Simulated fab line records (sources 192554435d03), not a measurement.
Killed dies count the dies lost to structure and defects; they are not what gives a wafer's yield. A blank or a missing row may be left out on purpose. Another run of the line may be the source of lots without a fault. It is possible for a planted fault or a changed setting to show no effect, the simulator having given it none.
Chamber matching || flow n5-finfet || 4 sister chambers for N5_SDB_DESCUM_16 on rie-diel-05
The step chemistry O2, time 7.9 s. 18 wafers are shown with their chamber, then 9 later ones without.

## WAFERS PAIRED WITH THEIR CHAMBERS
{"wafer": "L075.1", "chamber": 1, "showerhead-plenum-p-Torr (Torr)": 2.08, "throttle-valve-pct (%)": 20.10, "drypump-motor-current-A (A)": 5.0}
{"wafer": "L075.2", "chamber": 3, "showerhead-plenum-p-Torr (Torr)": 2.14, "throttle-valve-pct (%)": 20.03, "drypump-motor-current-A (A)": 6.1}
{"wafer": "L075.3", "chamber": 0, "showerhead-plenum-p-Torr (Torr)": 2.00, "throttle-valve-pct (%)": 20.31, "drypump-motor-current-A (A)": 5.9}
{"wafer": "L079.1", "chamber": 0, "showerhead-plenum-p-Torr (Torr)": 1.99, "throttle-valve-pct (%)": 20.32, "drypump-motor-current-A (A)": 5.8}
{"wafer": "L079.4", "chamber": 1, "showerhead-plenum-p-Torr (Torr)": 2.08, "throttle-valve-pct (%)": 20.13, "drypump-motor-current-A (A)": 5.0}
{"wafer": "L079.6", "chamber": 0, "showerhead-plenum-p-Torr (Torr)": 1.99, "throttle-valve-pct (%)": 20.35, "drypump-motor-current-A (A)": 5.9}
{"wafer": "L081.3", "chamber": 3, "showerhead-plenum-p-Torr (Torr)": 2.14, "throttle-valve-pct (%)": 20.05, "drypump-motor-current-A (A)": 6.2}
{"wafer": "L081.4", "chamber": 1, "showerhead-plenum-p-Torr (Torr)": 2.08, "throttle-valve-pct (%)": 20.11, "drypump-motor-current-A (A)": 5.0}
{"wafer": "L081.5", "chamber": 0, "showerhead-plenum-p-Torr (Torr)": 1.99, "throttle-valve-pct (%)": 20.34, "drypump-motor-current-A (A)": 5.8}
{"wafer": "L082.1", "chamber": 0, "showerhead-plenum-p-Torr (Torr)": 1.99, "throttle-valve-pct (%)": 20.34, "drypump-motor-current-A (A)": 5.9}
{"wafer": "L082.2", "chamber": 1, "showerhead-plenum-p-Torr (Torr)": 2.08, "throttle-valve-pct (%)": 20.12, "drypump-motor-current-A (A)": 5.0}
{"wafer": "L082.6", "chamber": 3, "showerhead-plenum-p-Torr (Torr)": 2.14, "throttle-valve-pct (%)": 20.05, "drypump-motor-current-A (A)": 6.1}
{"wafer": "L085.1", "chamber": 2, "showerhead-plenum-p-Torr (Torr)": 1.98, "throttle-valve-pct (%)": 20.57, "drypump-motor-current-A (A)": 6.0}
{"wafer": "L085.5", "chamber": 3, "showerhead-plenum-p-Torr (Torr)": 2.14, "throttle-valve-pct (%)": 20.05, "drypump-motor-current-A (A)": 6.2}
{"wafer": "L085.6", "chamber": 2, "showerhead-plenum-p-Torr (Torr)": 1.98, "throttle-valve-pct (%)": 20.56, "drypump-motor-current-A (A)": 6.0}
{"wafer": "L086.1", "chamber": 0, "showerhead-plenum-p-Torr (Torr)": 1.99, "throttle-valve-pct (%)": 20.35, "drypump-motor-current-A (A)": 5.8}
{"wafer": "L086.2", "chamber": 3, "showerhead-plenum-p-Torr (Torr)": 2.14, "throttle-valve-pct (%)": 20.06, "drypump-motor-current-A (A)": 6.2}
{"wafer": "L086.4", "chamber": 1, "showerhead-plenum-p-Torr (Torr)": 2.08, "throttle-valve-pct (%)": 20.14, "drypump-motor-current-A (A)": 5.0}

SIGNATURES, as means of the wafers listed above
{"reading": "showerhead-plenum-p-Torr", "chamber 0": 1.9917, "chamber 1": 2.0800, "chamber 2": 1.9800, "chamber 3": 2.1400, "scatter within a chamber": 0.00244}
{"reading": "throttle-valve-pct", "chamber 0": 20.3350, "chamber 1": 20.1200, "chamber 2": 20.5650, "chamber 3": 20.0480, "scatter within a chamber": 0.0143}
{"reading": "drypump-motor-current-A", "chamber 0": 5.850, "chamber 1": 5.000, "chamber 2": 6.000, "chamber 3": 6.160, "scatter within a chamber": 0.0439}
Rule: for a wafer and a chamber, the distance is found by dividing, reading by reading, the gap between the wafer's reading and the chamber's mean by the reading's scatter, squaring, summing and taking the root. The wafer belongs to the nearest chamber; if the next one is less than 2 further off, it can't be placed. The scatter: the root of (the sum of the squares of (reading less its chamber's mean) over the shown wafers, divided by (wafers less chambers)).

## WAFERS MISSING THEIR CHAMBER
{"wafer": "L087.1", "showerhead-plenum-p-Torr (Torr)": 1.99, "throttle-valve-pct (%)": 20.35, "drypump-motor-current-A (A)": 5.9}
{"wafer": "L087.5", "showerhead-plenum-p-Torr (Torr)": 1.99, "throttle-valve-pct (%)": 20.36, "drypump-motor-current-A (A)": 5.9}
{"wafer": "L087.6", "showerhead-plenum-p-Torr (Torr)": 2.07, "throttle-valve-pct (%)": 20.15, "drypump-motor-current-A (A)": 5.0}
{"wafer": "L089.1", "showerhead-plenum-p-Torr (Torr)": 2.13, "throttle-valve-pct (%)": 20.08, "drypump-motor-current-A (A)": 6.1}
{"wafer": "L089.3", "showerhead-plenum-p-Torr (Torr)": 1.98, "throttle-valve-pct (%)": 20.59, "drypump-motor-current-A (A)": 6.0}
{"wafer": "L089.4", "showerhead-plenum-p-Torr (Torr)": 2.07, "throttle-valve-pct (%)": 20.15, "drypump-motor-current-A (A)": 5.0}
{"wafer": "L088.1", "showerhead-plenum-p-Torr (Torr)": 1.98, "throttle-valve-pct (%)": 20.59, "drypump-motor-current-A (A)": 5.9}
{"wafer": "L088.4", "showerhead-plenum-p-Torr (Torr)": 2.13, "throttle-valve-pct (%)": 20.08, "drypump-motor-current-A (A)": 6.1}
{"wafer": "L088.5", "showerhead-plenum-p-Torr (Torr)": 1.99, "throttle-valve-pct (%)": 20.37, "drypump-motor-current-A (A)": 5.8}

## WHICH CHAMBER EACH WENT THROUGH
{"wafer": "L087.1", "from the rows above": 0, "in truth": 0}
{"wafer": "L087.5", "from the rows above": 0, "in truth": 0}
{"wafer": "L087.6", "from the rows above": 1, "in truth": 1}
{"wafer": "L089.1", "from the rows above": 3, "in truth": 3}
{"wafer": "L089.3", "from the rows above": 2, "in truth": 2}
{"wafer": "L089.4", "from the rows above": 1, "in truth": 1}
{"wafer": "L088.1", "from the rows above": 2, "in truth": 2}
{"wafer": "L088.4", "from the rows above": 3, "in truth": 3}
{"wafer": "L088.5", "from the rows above": 0, "in truth": 0}
Placed correctly: 9 of 9. From these rows, 0 cannot be placed. Placed wrongly: 0.
